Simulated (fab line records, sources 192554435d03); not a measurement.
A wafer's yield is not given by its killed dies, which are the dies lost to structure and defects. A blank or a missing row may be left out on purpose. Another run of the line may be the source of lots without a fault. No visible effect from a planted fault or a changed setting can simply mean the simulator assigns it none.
A lot that was struck, set against a sound lot -- flow n5_finfet -- 14 out of 1938 route steps
Sound: these wafers, L831.4, L831.5, L831.6. Wafers struck: L835.1, L835.5, L835.6. The cause comes at the end.
Per side, at each step with rows, come the tool, then ch with its chambers, and then its first start. Under that, the readings that differ: sound wafers -- struck wafers -- difference of the means -- sigmas: that difference in standard deviations of wafers without a fault.
alike: a reading whose means differ by less than 2 such deviations, as well as words and numbers matching on both sides. not compared: withheld readings; readings where some wafer has no value; bounds like >300 that might hide an equal value; numbers whose values overlap and for which the record gives no deviation.
Wherever a step has rows on one side only, a row that says differs or no value, or a row with sigmas, the two part there. When numbers do not overlap yet have no deviation, they are printed without sigmas and do not part them. A reading that every wafer of one side lacks parts them only if that side has two wafers or more.

N5_BEOL_M4_RC_MEAS_101:
  sound on prober-02 ch 0, day 9 07:23; struck on prober-01 ch 0, day 10 21:05
  alike: DIBL_N, DIBL_P, IOFF_N, IOFF_P, ION_N, ION_P, SS_N, SS_P, VT_N, VT_P
N5_BEOL_M5_ILD_DEP_00: deposits SiCOH lowk from DEMS/porogen, target thk 140.64 nm, time 25.9 s.
  sound on pecvd-04 ch 0,2, day 9 07:54; struck on pecvd-04 ch 0,1, day 10 22:02
  alike: heater_power_w, rf_fwd_power_W, showerhead_plenum_p_Torr, throttle_valve_pct
N5_BEOL_M5_CURE_79: cures SiCOH lowk, time 240 s.
  sound on uv_cure-02 ch 2, day 9 08:12; struck on uv_cure-02 ch 2, day 10 22:06
  alike: lamp_power_pct, wafer_temp_C_max
N5_BEOL_M5_THK_MEAS_01:
  sound on film_metro-01 at day 9 08:29; struck on film_metro-02 at day 10 22:54
  alike: M5_ILD_THK
N5_BEOL_M5_PECVD_70: deposits SiO2 from TEOS/O2, target thk 16 nm, time 18 s.
  sound on pecvd-02 ch 0,1,2, day 9 08:32; struck on pecvd-02 ch 0,1,2, day 10 22:56
  alike: heater_power_w, rf_fwd_power_W, showerhead_plenum_p_Torr, throttle_valve_pct
N5_BEOL_M5_HM_DEP_02: deposits TiN, target thk 20 nm.
  sound on pvd_sputter-01 at day 9 09:09; struck on pvd_sputter-02 at day 11 00:50
  alike: chamber_pressure_pa, throttle_valve_pct
then, 6 steps without rows for these wafers: N5_BEOL_M5_COAT_59 (time 60 s, resist thk 60 nm); N5_BEOL_M5_COAT_60 (time 60 s, resist thk 12 nm); N5_BEOL_M5_COAT_71 (time 60 s, resist thk 5 nm); N5_BEOL_M5_COAT_05 (resist thk 30 nm); N5_BEOL_M5_EBR_07; N5_BEOL_M5_SOFTBAKE_06 (time 60 s).
N5_BEOL_M5_EXPOSE_08: exposes mask M5, target cd 28 nm.
  struck on euv_scanner-01, day 11 01:13; sound on euv_scanner-02 ch 0, day 9 09:26
  no value came back on the struck wafers for exposure_dose_mJ_cm2, focus_offset_nm (nm); on the sound wafers exposure_dose_mJ_cm2 reads 35.69 35.69 35.66
  alike: mask
then, 1 step without rows for these wafers: N5_BEOL_M5_PEB_09 (peb time 60 s).

## WHERE THEY PART
At N5_BEOL_M5_EXPOSE_08 and nowhere else, as far as this record goes.

WHY: whatever the simulator had introduced
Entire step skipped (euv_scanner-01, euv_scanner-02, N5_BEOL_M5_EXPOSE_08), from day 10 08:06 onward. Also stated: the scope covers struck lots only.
